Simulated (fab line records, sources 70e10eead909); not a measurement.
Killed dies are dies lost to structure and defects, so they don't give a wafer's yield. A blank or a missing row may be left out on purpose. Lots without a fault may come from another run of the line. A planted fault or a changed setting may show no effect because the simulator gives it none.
One fault seen from 2 desks | flow nand_harc | each desk has only its own numbers; what lay behind them comes last

THE TOOL OWNER'S DESK: ald_hk-02
The tool's own readings at NHARC_A_CHANNEL_FILL_D1_ALD_25 (deposits SiOx, target thk 60 nm, pulse time 10 s, ald cycles 600): means of the sampled wafers that have a number, for each lot that ran on this tool. A lot is out of limits, marked OUT, if its mean lies more than 4 standard deviations from the usual mean; the brackets give that distance.
Columns: A = heater_power_w at NHARC_A_CHANNEL_FILL_D1_ALD_25, usual 471 W; B = precursor_pulse_height_rel at NHARC_A_CHANNEL_FILL_D1_ALD_25, usual 1.002
lot  | first seen here | A   | B
L619 | day 10 21:59    | 446 | 1.005
L623 | day 11 07:09    | 449 | 1.004
L624 | day 11 22:05    | 487 | 1.008
L627 | day 12 11:41    | 477 | 0.999
L630 | day 13 10:16    | 446 | 1.007
L631 | day 13 15:03    | 468 | 1.001
L632 | day 13 20:20    | 461 | 1.002
This desk's finding: nothing out of limits on any of the 7 lots.

THE METROLOGY DESK
What the gauges read, lot by lot, whatever tool the lot ran on: means of the sampled wafers that have a number. A lot is out of limits, marked OUT, if its mean lies more than 4 standard deviations from the usual mean; the brackets give that distance.
Columns: A = thk_nm at NHARC_THIN_TSV_THK_MEAS_02, usual 2970 nm
lot  | first seen here | A
L619 | day 18 16:44    | 3002
L618 | day 18 17:56    | 3261
L623 | day 19 15:01    | 2929
L622 | day 19 16:12    | 3163
L624 | day 20 02:37    | 2891
L625 | day 20 10:24    | 2824
L626 | day 20 17:03    | 3355
L627 | day 20 18:16    | 3157
L630 | day 21 10:04    | 3119
L629 | day 21 11:17    | 2727
L628 | day 22 02:27    | 2897
L632 | day 22 14:22    | 3044
L631 | day 22 15:35    | 3246
L636 | day 23 11:51    | 2845
This desk's finding: nothing out of limits on any of the 14 lots.

PUT TOGETHER
The tool owner's desk saw nothing out of limits.
The metrology desk saw nothing out of limits.

WHAT THE SIMULATOR HAD PUT IN
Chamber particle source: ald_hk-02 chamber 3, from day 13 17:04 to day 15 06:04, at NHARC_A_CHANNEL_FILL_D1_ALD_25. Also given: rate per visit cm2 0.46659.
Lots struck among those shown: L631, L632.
